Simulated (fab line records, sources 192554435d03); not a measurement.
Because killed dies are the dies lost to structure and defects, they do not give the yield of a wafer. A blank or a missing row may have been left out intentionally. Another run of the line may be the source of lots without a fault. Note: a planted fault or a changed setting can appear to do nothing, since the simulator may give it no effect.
Matching of chambers | flow n5 finfet | N5_HKMG_FIN_ETCH_86 on rie diel-06 has 4 sister chambers
The step etches SOC in N2/H2, stops on TiN, target depth 393.2 nm. 8 wafers are shown with their chamber, then 8 later ones without.

WAFERS PAIRED WITH THEIR CHAMBERS
wafer  | chamber | drypump motor current A (A) | throttle valve pct (%)
L082.6 | 3       | 5.4                         | 18.26
L083.4 | 1       | 4.8                         | 18.02
L083.5 | 2       | 6.6                         | 17.86
L083.6 | 1       | 4.8                         | 18.02
L084.3 | 2       | 6.6                         | 17.86
L084.4 | 0       | 5.6                         | 17.71
L084.5 | 3       | 5.5                         | 18.28
L090.1 | 0       | 5.6                         | 17.74

WAFERS WITH NO CHAMBER GIVEN
wafer  | drypump motor current A (A) | throttle valve pct (%)
L090.3 | 5.5                         | 18.31
L090.5 | 4.9                         | 18.07
L093.2 | 5.5                         | 18.30
L093.3 | 4.9                         | 18.08
L093.5 | 4.9                         | 18.06
L096.1 | 4.9                         | 18.09
L096.2 | 5.5                         | 18.33
L096.5 | 5.6                         | 17.78

WHICH CHAMBER EACH WENT THROUGH
wafer  | from the rows above | in truth
L090.3 | 3                   | 3
L090.5 | 1                   | 1
L093.2 | 3                   | 3
L093.3 | 1                   | 1
L093.5 | 1                   | 1
L096.1 | 1                   | 1
L096.2 | 3                   | 3
L096.5 | 0                   | 0
Placed correctly: 8 of 8. Number that these rows cannot place: 0. 0 placed wrongly.
How it was worked out, from the rows above alone: a wafer's distance from a chamber is the root of the sum, over the readings, of the square of ((its reading less the chamber's mean) divided by the reading's scatter). If the next closest chamber is less than 2 further off than the closest, the wafer can't be placed; otherwise it belongs to the closest. A chamber's mean is the mean of its shown wafers. The scatter: take each reading less its chamber's mean, square it, sum over the shown wafers, divide by the number of wafers less the number of chambers, and take the root.
